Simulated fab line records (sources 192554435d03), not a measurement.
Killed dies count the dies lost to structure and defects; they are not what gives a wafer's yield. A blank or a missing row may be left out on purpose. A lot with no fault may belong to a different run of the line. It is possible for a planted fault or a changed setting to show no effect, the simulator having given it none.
Split-lot study :: flow n5 finfet :: 21 wafers read across 7 lots, on a route 1938 steps long

== SPLIT DETAILS ==
At N5_BEOL_M0_ETCH_109 (etches SiCN in CH3F/O2, target depth 8 nm, overetch 2.4 nm, time 27.4 s), the setting bias w was moved away from the recipe's 75 W on 5 of the 21 wafers read, by -7.7% to +11.3%. This setting was run at the recipe's value on the other wafers.

The reading comes from the split's own step.

== THE READING ==
rf vpp V, in V, at N5_BEOL_M0_ETCH_109 (etches SiCN in CH3F/O2, target depth 8 nm, overetch 2.4 nm, time 27.4 s). Typical for fault-free wafers on this fab line: 297.7 V, with standard deviation 1.5 V.

wafer: L078.1
tool, chamber at the split: rie diel-05, 0
bias w as run, W: 75
against the recipe: recipe
rf vpp V, V: 300.4
against lot-mates on the recipe: -

wafer: L078.3
tool, chamber at the split: rie diel-05, 1
bias w as run, W: 75
against the recipe: recipe
rf vpp V, V: 298.9
against lot-mates on the recipe: -

wafer: L078.5
tool, chamber at the split: rie diel-05, 1
bias w as run, W: 75
against the recipe: recipe
rf vpp V, V: 299.3
against lot-mates on the recipe: -

wafer: L081.1
tool, chamber at the split: rie diel-05, 3
bias w as run, W: 75
against the recipe: recipe
rf vpp V, V: 296.8
against lot-mates on the recipe: -

wafer: L081.2
tool, chamber at the split: rie diel-05, 0
bias w as run, W: 75
against the recipe: recipe
rf vpp V, V: 300.8
against lot-mates on the recipe: -

wafer: L081.5
tool, chamber at the split: rie diel-05, 0
bias w as run, W: 75
against the recipe: recipe
rf vpp V, V: 299.9
against lot-mates on the recipe: -

wafer: L088.3
tool, chamber at the split: rie diel-06, 1
bias w as run, W: 75
against the recipe: recipe
rf vpp V, V: 298.3
against lot-mates on the recipe: -

wafer: L088.5
tool, chamber at the split: rie diel-06, 3
bias w as run, W: 75
against the recipe: recipe
rf vpp V, V: 296.3
against lot-mates on the recipe: -

wafer: L088.6
tool, chamber at the split: rie diel-06, 2
bias w as run, W: 75
against the recipe: recipe
rf vpp V, V: 294.0
against lot-mates on the recipe: -

wafer: L093.3
tool, chamber at the split: rie diel-04, 2
bias w as run, W: 69.23
against the recipe: -7.7%
rf vpp V, V: 282.2
against lot-mates on the recipe: -15.0

wafer: L093.5
tool, chamber at the split: rie diel-04, 1
bias w as run, W: 69.23
against the recipe: -7.7%
rf vpp V, V: 284.1
against lot-mates on the recipe: -13.1

wafer: L093.6
tool, chamber at the split: rie diel-04, 0
bias w as run, W: 75
against the recipe: recipe
rf vpp V, V: 297.2
against lot-mates on the recipe: -

wafer: L094.1
tool, chamber at the split: rie diel-04, 1
bias w as run, W: 75
against the recipe: recipe
rf vpp V, V: 298.7
against lot-mates on the recipe: -

wafer: L094.2
tool, chamber at the split: rie diel-04, 2
bias w as run, W: 75
against the recipe: recipe
rf vpp V, V: 296.8
against lot-mates on the recipe: -

wafer: L094.6
tool, chamber at the split: rie diel-04, 1
bias w as run, W: 75
against the recipe: recipe
rf vpp V, V: 298.9
against lot-mates on the recipe: -

wafer: L096.1
tool, chamber at the split: rie diel-04, 2
bias w as run, W: 83.48
against the recipe: +11.3%
rf vpp V, V: 319.3
against lot-mates on the recipe: +21.7

wafer: L096.2
tool, chamber at the split: rie diel-04, 3
bias w as run, W: 75
against the recipe: recipe
rf vpp V, V: 297.6
against lot-mates on the recipe: -

wafer: L096.6
tool, chamber at the split: rie diel-04, 1
bias w as run, W: 83.48
against the recipe: +11.3%
rf vpp V, V: 319.1
against lot-mates on the recipe: +21.5

wafer: L097.1
tool, chamber at the split: rie diel-04, 1
bias w as run, W: 75
against the recipe: recipe
rf vpp V, V: 297.5
against lot-mates on the recipe: -

wafer: L097.2
tool, chamber at the split: rie diel-04, 2
bias w as run, W: 82.34
against the recipe: +9.8%
rf vpp V, V: 314.9
against lot-mates on the recipe: +17.0

wafer: L097.5
tool, chamber at the split: rie diel-04, 2
bias w as run, W: 75
against the recipe: recipe
rf vpp V, V: 298.2
against lot-mates on the recipe: -

FIT RESULTS
A straight line over all 21 wafers: rf vpp V changes by +1.86 V for each +1% of bias w; r = +0.99; the points scatter about the line by 1.6 V.
The same after taking each lot's own level away (the mean of its wafers on the recipe; 21 wafers): +1.85 V for each +1%; r = +0.99; scatter 1.2 V.
The reading moves by 21 V for the largest change in bias w, on that fit.
The lots' own levels span 296.20 to 299.53 V, that is 2.2 times the standard deviation above.
Consequently the slope shifts little with the lot-to-lot level, the two slopes agreeing.
Check: +20.7 V against its lot-mates is what the line predicts for one of the wafers moved furthest among these (+11.3%) when that wafer is left out of the fit. Against them it came out at +21.7 V.
Tool readings at the split's step, against how far the setting was moved: rf vpp V r = +0.99.

== THESE WAFERS: OTHER SPLITS ==
These wafers also went through other splits before the reading. Each is held against what the fit with the lots' levels taken away leaves over:
other split on the same wafers: N5_MOL_CONTACT_COAG_EXPOSE_81 dose mj
wafers away from the commonest value: 6
r with rf vpp V (lot level and that fit taken away): -0.04

other split on the same wafers: N5_MOL_CONTACT_COAG_EXPOSE_37 dose mj
wafers away from the commonest value: 4
r with rf vpp V (lot level and that fit taken away): +0.20

other split on the same wafers: N5_MOL_CONTACT_COAG_ETCHBACK_134 time s
wafers away from the commonest value: 6
r with rf vpp V (lot level and that fit taken away): -0.02

other split on the same wafers: N5_BEOL_M0_TRENCH_ETCH_107 target depth a
wafers away from the commonest value: 6
r with rf vpp V (lot level and that fit taken away): +0.06

== FILE'S OWN FIT ==
rf vpp V changes by +1.83 V for each +1% of bias w, r = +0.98.
